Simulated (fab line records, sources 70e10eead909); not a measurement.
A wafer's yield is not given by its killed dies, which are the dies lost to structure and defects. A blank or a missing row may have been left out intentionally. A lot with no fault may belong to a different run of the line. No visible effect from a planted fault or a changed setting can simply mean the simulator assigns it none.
Matching of chambers | flow nand harc | 3 sister chambers for NHARC_P_M0_PRE_CLEAN_31 on pecvd-02
The step time 12 s. 6 wafers are shown with their chamber, then 9 later ones without.

WAFERS, EACH WITH ITS CHAMBER
wafer  | chamber | heater power w (W)
L076.5 | 0       | 638
L081.4 | 2       | 719
L081.6 | 1       | 648
L084.1 | 1       | 604
L084.2 | 2       | 783
L084.5 | 0       | 536

WAFERS WHOSE CHAMBER IS MISSING
wafer  | heater power w (W)
L090.2 | 569
L090.3 | 648
L090.6 | 694
L095.1 | 798
L095.4 | 584
L095.6 | 788
L094.1 | 772
L094.4 | 593
L094.6 | 528

THE CHAMBER EACH PASSED THROUGH
wafer  | from the rows above          | in truth
L090.2 | can't be placed: 0 or 1      | 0
L090.3 | can't be placed: 1 or 0 or 2 | 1
L090.6 | can't be placed: 2 or 1 or 0 | 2
L095.1 | 2                            | 2
L095.4 | can't be placed: 0 or 1      | 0
L095.6 | 2                            | 2
L094.1 | 2                            | 2
L094.4 | can't be placed: 0 or 1      | 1
L094.6 | can't be placed: 0 or 1      | 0
3 of 9 placed correctly. From these rows, 6 cannot be placed; in 6 the true chamber is one of the candidates. Wrongly placed: 0.
How it was worked out, from the rows above alone: a wafer's distance from a chamber is the root of the sum, over the readings, of the square of ((its reading less the chamber's mean) divided by the reading's scatter). The wafer belongs to the nearest chamber; if the next one is less than 2 further off, it can't be placed. The mean given for a chamber averages the wafers shown for that chamber. How the scatter is found: for the shown wafers, subtract from each reading the mean of its chamber, square and add these, divide the total by (wafers less chambers), then take the root.
